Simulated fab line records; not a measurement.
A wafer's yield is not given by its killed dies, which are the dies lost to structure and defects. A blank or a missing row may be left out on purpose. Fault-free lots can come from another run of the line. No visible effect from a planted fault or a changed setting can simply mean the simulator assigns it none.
Split-lot experiment + flow n5-finfet + 21 wafers read from 7 lots, route of 1938 steps

== THE SPLIT ==
At N5_MOL_CONTACT_COAG_COAT_58 (time 60 s, resist thk 10 nm), the setting spin-rpm was moved away from the recipe's 1500 rpm on 9 of the 21 wafers read, by -11.2% to +9.5%. For the rest of the wafers, this setting stayed at what the recipe calls for.

== FROM THE SPLIT TO THE READING: what the file shows between them, 4 steps ==
- N5_MOL_CONTACT_COAG_COAT_02: resist thk 30 nm
- N5_MOL_CONTACT_COAG_EBR_04
- N5_MOL_CONTACT_COAG_DESCUM_13: chemistry O2, time 7 s
- N5_MOL_CONTACT_COAG_ETCH_59: etches underlayer in N2/H2, target depth 13 nm, time 10.4 s

== THE READING ==
CAR-EUV_of_MOL_CONTACT_COAG_COAT_02.thk-nm (the simulator's own value, which no gauge read), in nm, at N5_MOL_CONTACT_COAG_ETCH_105 (etches SiARC in CF4, target depth 15.6 nm, time 26 s). The file does not state a usual value for it. The 12 wafers here that ran the recipe average 5.5 nm, standard deviation 0.17 nm.

| wafer  | tool, chamber at the split | spin-rpm as run, rpm | against the recipe | CAR-EUV_of_MOL_CONTACT_COAG_COAT_02.thk-nm, nm | against lot-mates on the recipe |
|--------|----------------------------|----------------------|--------------------|------------------------------------------------|---------------------------------|
| L080.2 | litho-track-02, 0          | 1332                 | -11.2%             | 5                                              | -0.6                            |
| L080.4 | litho-track-02, 0          | 1500                 | recipe             | 5.6                                            | -                               |
| L080.6 | litho-track-02, 0          | 1332                 | -11.2%             | 4.8                                            | -0.8                            |
| L081.1 | litho-track-02, 0          | 1597                 | +6.5%              | 5.6                                            | +0.2                            |
| L081.3 | litho-track-02, 0          | 1597                 | +6.5%              | 5.8                                            | +0.4                            |
| L081.4 | litho-track-02, 0          | 1500                 | recipe             | 5.4                                            | -                               |
| L082.2 | litho-track-04, 0          | 1643                 | +9.5%              | 5.8                                            | +0.4                            |
| L082.3 | litho-track-04, 0          | 1643                 | +9.5%              | 5.8                                            | +0.4                            |
| L082.5 | litho-track-04, 0          | 1500                 | recipe             | 5.4                                            | -                               |
| L088.1 | litho-track-02, 0          | 1500                 | recipe             | 5.6                                            | -                               |
| L088.5 | litho-track-02, 0          | 1500                 | recipe             | 5.6                                            | -                               |
| L088.3 | litho-track-02, 0          | 1500                 | recipe             | 5.2                                            | -                               |
| L091.2 | litho-track-01, 0          | 1500                 | recipe             | 5.6                                            | -                               |
| L091.3 | litho-track-01, 0          | 1567                 | +4.5%              | 5.8                                            | +0.2                            |
| L091.4 | litho-track-01, 0          | 1567                 | +4.5%              | 6                                              | +0.4                            |
| L094.1 | litho-track-02, 0          | 1500                 | recipe             | 5.2                                            | -                               |
| L094.5 | litho-track-02, 0          | 1500                 | recipe             | 5.2                                            | -                               |
| L094.3 | litho-track-02, 0          | 1500                 | recipe             | 5.4                                            | -                               |
| L097.3 | litho-track-04, 0          | 1554                 | +3.6%              | 5.8                                            | +0.2                            |
| L097.4 | litho-track-04, 0          | 1500                 | recipe             | 5.6                                            | -                               |
| L097.6 | litho-track-04, 0          | 1500                 | recipe             | 5.6                                            | -                               |

THE FIT
A straight line over all 21 wafers: CAR-EUV_of_MOL_CONTACT_COAG_COAT_02.thk-nm changes by +0.0478 nm for each +1% of spin-rpm; r = +0.83; the points scatter about the line by 0.17 nm.
The same after taking each lot's own level away (the mean of its wafers on the recipe; 21 wafers): +0.0545 nm for each +1%; r = +0.93; scatter 0.11 nm.
That fit puts the effect of the largest move of spin-rpm on the reading at 0.61 nm.
Across the lots, their own levels run from 5.27 to 5.60 nm, a range of 2.0 times the standard deviation given above.
Hence the slope depends on the lot-to-lot level, as the two fits are not the same.
Check: -0.644 nm against its lot-mates is what the line predicts for one of the wafers moved furthest among these (-11.2%) when that wafer is left out of the fit. It came out at -0.6 nm against them.

== THE WHOLE CHAIN: every reading that the file lists as answering this split, in the file's order ==
| step                         | what it does                                                | reading                                                                                        | change (the file's fit)                | r (the file's) |
|------------------------------|-------------------------------------------------------------|------------------------------------------------------------------------------------------------|----------------------------------------|----------------|
| N5_MOL_CONTACT_COAG_COAT_58  | time 60 s, resist thk 10 nm                                 | underlayer_of_MOL_CONTACT_COAG_COAT_58.thk-nm (the simulator's own value, which no gauge read) | -0.0462 nm for each +1% of the setting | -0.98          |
| N5_MOL_CONTACT_COAG_ETCH_59  | etches underlayer in N2/H2, target depth 13 nm, time 10.4 s | etch.depth-nm (the simulator's own value, which no gauge read)                                 | -0.0495 nm for each +1% of the setting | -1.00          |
| N5_MOL_CONTACT_COAG_ETCH_105 | etches SiARC in CF4, target depth 15.6 nm, time 26 s        | CAR-EUV_of_MOL_CONTACT_COAG_COAT_02.thk-nm (the simulator's own value, which no gauge read)    | +0.0538 nm for each +1% of the setting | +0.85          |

== FILE'S OWN FIT ==
CAR-EUV_of_MOL_CONTACT_COAG_COAT_02.thk-nm changes by +0.0538 nm for each +1% of spin-rpm, r = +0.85.
